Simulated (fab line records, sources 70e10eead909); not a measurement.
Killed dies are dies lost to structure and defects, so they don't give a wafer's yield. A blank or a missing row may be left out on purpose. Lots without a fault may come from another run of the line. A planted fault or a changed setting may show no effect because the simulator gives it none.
Which tool did it? | flow nand_harc | 12 lots, 34 wafers sampled, at 6 steps of a route of 1159

WHAT THE GAUGES READ, wafer by wafer
NHARC_P_ZERO_WELL_CD_MEAS_11: target cd 500 nm. Usual: cd_nm 500.3 nm, standard deviation 1.2.
lot  | measured    | on        | cd_nm (nm)        | flag
L124 | day 1 13:14 | cd_sem-02 | 501.1 499.9 502.3 |
L125 | day 1 19:21 | cd_sem-01 | 501.8 500.2 499.2 |
L126 | day 2 01:14 | cd_sem-02 | 499.0 499.0 501.4 |
L127 | day 2 07:23 | cd_sem-03 | 500.5 502.6 503.1 |
L129 | day 2 19:14 | cd_sem-03 | 501.0 500.1 500.8 |
L130 | day 3 01:07 | cd_sem-01 | 499.3 499.0 499.3 |
L132 | day 3 13:09 | cd_sem-03 | 498.7 497.7 499.0 |
L134 | day 4 01:08 | cd_sem-03 | 501.0 500.1 502.0 |
L135 | day 4 07:08 | cd_sem-01 | 500.5 500.4 498.1 |
L136 | day 4 13:16 | cd_sem-03 | 502.6 501.3 501.1 |
L145 | day 6 19:14 | cd_sem-01 | 499.1 504.9       |
L146 | day 7 01:08 | cd_sem-03 | 500.3 505.7       |

NHARC_P_GATE_OVL_MEAS_27. Usual: overlay_x_nm 0.0 nm, standard deviation 0.68; overlay_y_nm 0.1 nm, standard deviation 0.73.
lot  | measured     | on         | overlay_x_nm (nm) | overlay_y_nm (nm) | flag
L124 | day 4 14:23  | overlay-01 | -1.2 -1.9 -1.5    | 0.4 -0.3 0.0      |
L125 | day 4 21:14  | overlay-02 | 0.3 0.0 0.0       | -0.8 -1.3 -0.6    |
L126 | day 5 08:22  | overlay-02 | 0.7 0.9 1.2       | -0.4 -0.4 -0.8    |
L127 | day 5 07:53  | overlay-01 | -0.3 0.1 0.1      | 1.3 1.4 0.9       |
L129 | day 5 20:25  | overlay-02 | -0.1 0.3 -0.3     | -0.4 -0.1 -0.6    |
L130 | day 6 12:17  | overlay-02 | 0.1 1.0 0.3       | 0.5 1.1 0.5       |
L132 | day 6 12:28  | overlay-01 | -0.8 -1.4 -1.1    | -1.1 -0.7 -0.4    |
L134 | day 7 09:09  | overlay-01 | 0.1 0.0 0.6       | 0.5 0.2 0.1       |
L135 | day 7 22:35  | overlay-01 | 1.2 0.6 1.0       | -0.3 -0.3 0.1     |
L136 | day 7 23:11  | overlay-01 | -0.1 0.4 0.2      | 0.9 1.1 0.4       |
L145 | day 9 18:04  | overlay-01 | -0.5 -0.1         | -0.1 -0.3         |
L146 | day 10 04:41 | overlay-02 | -0.2 -0.4         | 2.1 1.9           |

NHARC_END_SORT_01. Usual: killed_at_array 31, standard deviation 12; killed_at_other 0.6, standard deviation 0.85; killed_at_periphery 3.0, standard deviation 2.3; killed_dies 35, standard deviation 12; killed_open 3.2, standard deviation 1.9; killed_short 1.8, standard deviation 1.4.
lot  | measured     | on        | killed_at_array | killed_at_other | killed_at_periphery | killed_dies | killed_open | killed_short | flag
L125 | day 19 21:26 | prober-01 | 17 14 28        | 1 2 0           | 8 7 8               | 26 23 36    | 5 4 5       | 2 3 3        |
L126 | day 20 06:02 | prober-01 | 35 29 48        | 0 0 0           | 2 3 1               | 37 32 49    | 2 4 3       | 0 2 2        |
L135 | day 22 13:14 | prober-02 | 55 48 42        | 0 0 0           | 3 5 5               | 58 53 47    | 4 3 4       | 3 1 4        |
L145 | day 24 07:20 | prober-01 | 53 48           | 0 0             | 4 1                 | 57 49       | 3 2         | 4 1          |
L146 | day 25 08:29 | prober-01 | 31 31           | 2 1             | 6 4                 | 39 36       | 5 4         | 0 0          |

WHICH TOOL RAN EACH LOT (tool, then ch and the chambers of the sampled wafers, then the start)
lot  | NHARC_P_ZERO_WELL_EXPOSE_08      | NHARC_P_ZERO_WELL_ETCH_63       | NHARC_P_ZERO_WELL_DESCUM_39
L124 | krf_scanner-04 ch 0, day 1 13:05 | rie_si-02 ch 0,2,3, day 1 13:41 | rie_diel-04 ch 2,3, day 1 16:25
L125 | krf_scanner-01 ch 0, day 1 19:12 | rie_si-03 ch 1,2,3, day 1 19:46 | rie_diel-04 ch 1,2,3, day 1 22:30
L126 | krf_scanner-02 ch 0, day 2 01:05 | rie_si-03 ch 2,3, day 2 01:40   | rie_diel-04 ch 2,3, day 2 04:17
L127 | krf_scanner-04 ch 0, day 2 07:14 | rie_si-04 ch 1,2, day 2 07:48   | rie_diel-07 ch 1,2, day 2 10:17
L129 | krf_scanner-01 ch 0, day 2 19:05 | rie_si-02 ch 0,2,3, day 2 19:39 | rie_diel-10 ch 0,1,2, day 2 22:23
L130 | krf_scanner-01 ch 0, day 3 00:58 | rie_si-03 ch 0,3, day 3 01:32   | rie_diel-10 ch 0,3, day 3 04:08
L132 | krf_scanner-04 ch 0, day 3 12:59 | rie_si-03 ch 0,1,2, day 3 13:35 | rie_diel-10 ch 1,3, day 3 16:18
L134 | krf_scanner-01 ch 0, day 4 00:58 | rie_si-02 ch 0,1,3, day 4 01:34 | rie_diel-04 ch 0,1, day 4 04:16
L135 | krf_scanner-01 ch 0, day 4 06:59 | rie_si-02 ch 0,3, day 4 07:32   | rie_diel-10 ch 0,3, day 4 10:18
L136 | krf_scanner-02 ch 0, day 4 13:07 | rie_si-03 ch 2,3, day 4 13:41   | rie_diel-10 ch 0,1,2, day 4 16:31
L145 | krf_scanner-01 ch 0, day 6 19:05 | rie_si-04 ch 2,3, day 6 19:41   | rie_diel-04 ch 0, day 6 22:23
L146 | krf_scanner-01 ch 0, day 7 00:59 | rie_si-04 ch 0,2, day 7 01:53   | rie_diel-04 ch 2, day 7 04:35
- NHARC_P_ZERO_WELL_EXPOSE_08: exposes mask P ZERO, target cd 500 nm.
- NHARC_P_ZERO_WELL_ETCH_63: etches the open film in HBr/Cl2, target depth 120 nm, time 40.1 s.
- NHARC_P_ZERO_WELL_DESCUM_39: chemistry O2, time 3 s.

WHAT THE TOOLS THEMSELVES READ (means of the sampled wafers that have a number; where no wafer has one, the mark that the record gives instead)
NHARC_P_ZERO_WELL_EXPOSE_08. Usual: focus_offset_nm 0.1 nm, standard deviation 0.57; reticle_temp_C 22.99 C, standard deviation 0.11.
lot  | tool           | focus_offset_nm (nm) | reticle_temp_C (C) | flag
L124 | krf_scanner-04 | 0.5                  | 22.93              |
L125 | krf_scanner-01 | -0.4                 | 22.84              |
L126 | krf_scanner-02 | 0.2                  | 23.01              |
L127 | krf_scanner-04 | -0.1                 | 22.98              |
L129 | krf_scanner-01 | 0.1                  | 23.15              |
L130 | krf_scanner-01 | -0.1                 | 23.10              |
L132 | krf_scanner-04 | 0.2                  | 22.96              |
L134 | krf_scanner-01 | 0.3                  | 23.07              |
L135 | krf_scanner-01 | -0.5                 | 23.09              |
L136 | krf_scanner-02 | 0.2                  | 23.09              |
L145 | krf_scanner-01 | -0.0                 | 22.81              |
L146 | krf_scanner-01 | -0.1                 | 23.10              |

NHARC_P_ZERO_WELL_ETCH_63. Usual: bias_w 99.98 W, standard deviation 0.24; drypump_motor_current_A 5.8 A, standard deviation 0.5; mfc_cl2_sccm 50.02 sccm, standard deviation 0.15; oes_product_au 1.000 a.u., standard deviation 0.0071; throttle_valve_pct 26.406 %, standard deviation 0.0093.
lot  | tool      | bias_w (W) | drypump_motor_current_A (A) | mfc_cl2_sccm (sccm) | oes_product_au (a.u.) | throttle_valve_pct (%) | flag
L124 | rie_si-02 | 100.05     | 5.5                         | 50.11               | 1.008                 | 26.402                 |
L125 | rie_si-03 | 99.92      | 6.2                         | 49.91               | 1.001                 | 26.411                 |
L126 | rie_si-03 | 100.26     | 6.4                         | 50.12               | 0.995                 | 26.411                 |
L127 | rie_si-04 | 99.94      | 5.8                         | 50.03               | 0.999                 | 26.402                 |
L129 | rie_si-02 | 99.87      | 5.5                         | 50.04               | 1.015                 | 26.411                 |
L130 | rie_si-03 | 99.67      | 6.3                         | 50.22               | 1.003                 | 26.402                 |
L132 | rie_si-03 | 100.03     | 5.7                         | 50.05               | 0.995                 | 26.403                 |
L134 | rie_si-02 | 99.76      | 5.6                         | 50.04               | 1.002                 | 26.408                 |
L135 | rie_si-02 | 99.94      | 5.5                         | 50.09               | 1.008                 | 26.403                 |
L136 | rie_si-03 | 100.08     | 6.4                         | 49.78               | 0.994                 | 26.400                 |
L145 | rie_si-04 | 99.93      | 6.3                         | 49.95               | 1.000                 | 26.410                 |
L146 | rie_si-04 | 100.00     | 6.0                         | 49.89               | 0.991                 | 26.403                 |

NHARC_P_ZERO_WELL_DESCUM_39. Usual: drypump_motor_current_A 5.7 A, standard deviation 0.4; oes_product_au 1.000 a.u., standard deviation 0.0082; rf_vpp_V 57.9 V, standard deviation 0.95; showerhead_plenum_p_Torr 1.93 Torr, standard deviation 0.1; throttle_valve_pct 11.312 %, standard deviation 0.0084.
lot  | tool        | drypump_motor_current_A (A) | oes_product_au (a.u.) | rf_vpp_V (V) | showerhead_plenum_p_Torr (Torr) | throttle_valve_pct (%) | flag
L124 | rie_diel-04 | 6.5                         | 1.001                 | 57.6         | 1.86                            | 11.321                 |
L125 | rie_diel-04 | 6.1                         | 0.991                 | 57.6         | 1.91                            | 11.308                 |
L126 | rie_diel-04 | 6.4                         | 0.997                 | 57.2         | 1.86                            | 11.304                 |
L127 | rie_diel-07 | 5.4                         | 0.990                 | 57.3         | 1.87                            | 11.305                 |
L129 | rie_diel-10 | 5.7                         | 1.005                 | 58.1         | 1.97                            | 11.316                 |
L130 | rie_diel-10 | 5.6                         | 1.004                 | 58.2         | 1.93                            | 11.318                 |
L132 | rie_diel-10 | 5.8                         | 1.009                 | 58.1         | 1.82                            | 11.312                 |
L134 | rie_diel-04 | 5.6                         | 1.008                 | 58.9         | 2.04                            | 11.316                 |
L135 | rie_diel-10 | 5.6                         | 0.997                 | 57.3         | 1.93                            | 11.309                 |
L136 | rie_diel-10 | 5.7                         | 0.998                 | 58.7         | 1.97                            | 11.312                 |
L145 | rie_diel-04 | 5.7                         | 1.007                 | 59.0         | 2.06                            | 11.321                 |
L146 | rie_diel-04 | 6.4                         | 1.010                 | 56.4         | 1.89                            | 11.313                 |

THE ANSWER, worked out from the rows above alone
Rule: a lot is off if the mean of its wafers that have a number lies more than 3 standard deviations from the usual mean. A lot without any number at a reading at which 4 lots or more have one is off too. The other lots that the step has rows for count as sound. The gauges are gone through in route order, then the tools' own readings, and for those a lot's mean is taken as printed above. The first step at which some lot is off is used, and at that step the reading that is off furthest; a lot without a number counts as furthest.
No lot is off at any reading shown: from this, nothing can be told.

WHAT THE SIMULATOR HAD PUT IN
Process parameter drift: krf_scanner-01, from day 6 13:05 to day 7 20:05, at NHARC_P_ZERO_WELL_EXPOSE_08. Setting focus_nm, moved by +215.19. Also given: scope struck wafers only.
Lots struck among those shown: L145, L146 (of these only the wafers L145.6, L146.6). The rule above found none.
